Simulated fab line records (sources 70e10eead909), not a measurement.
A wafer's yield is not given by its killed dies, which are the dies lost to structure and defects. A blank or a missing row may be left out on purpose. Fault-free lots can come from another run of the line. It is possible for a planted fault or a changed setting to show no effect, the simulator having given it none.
Matching of chambers    flow nandHarc    NHARC_P_BONDPAD_ACTIVATE_29 on rieDiel-03: 4 sister chambers
The step chemistry N2, time 60 s. 4 wafers are shown with their chamber, then 11 later ones without.

## WAFERS WITH THEIR CHAMBER
wafer   chamber  drypumpMotorCurrentA (A)
L213.3  2        4.9
L216.3  3        4.8
L216.6  0        5.6
L223.2  1        5.5

## WAFERS WHOSE CHAMBER IS MISSING
wafer   drypumpMotorCurrentA (A)
L223.3  4.9
L223.4  4.8
L224.1  4.9
L224.3  5.5
L224.5  5.5
L226.3  5.6
L226.4  4.8
L226.6  4.9
L225.2  4.9
L225.3  5.4
L225.5  4.9

## WHICH CHAMBER EACH WENT THROUGH
wafer    from the rows above   in truth
L223.3   2                     2
L223.4   3                     3
L224.1   2                     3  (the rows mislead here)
L224.3   1                     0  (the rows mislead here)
L224.5   1                     1
L226.3   0                     0
L226.4   3                     3
L226.6   2                     2
L225.2   2                     2
L225.3   1                     1
L225.5   2                     2
Correct placement for 9 of the 11. From these rows, 0 cannot be placed. Placed wrongly: 2.
How it was worked out, from the rows above alone: a wafer's distance from a chamber is the root of the sum, over the readings, of the square of ((its reading less the chamber's mean) divided by the reading's scatter). If the next closest chamber is less than 2 further off than the closest, the wafer can't be placed; otherwise it belongs to the closest. The mean given for a chamber averages the wafers shown for that chamber. The scatter: root of mean squared gap, hidden wafer to nearest shown wafer, with one shown wafer a chamber.
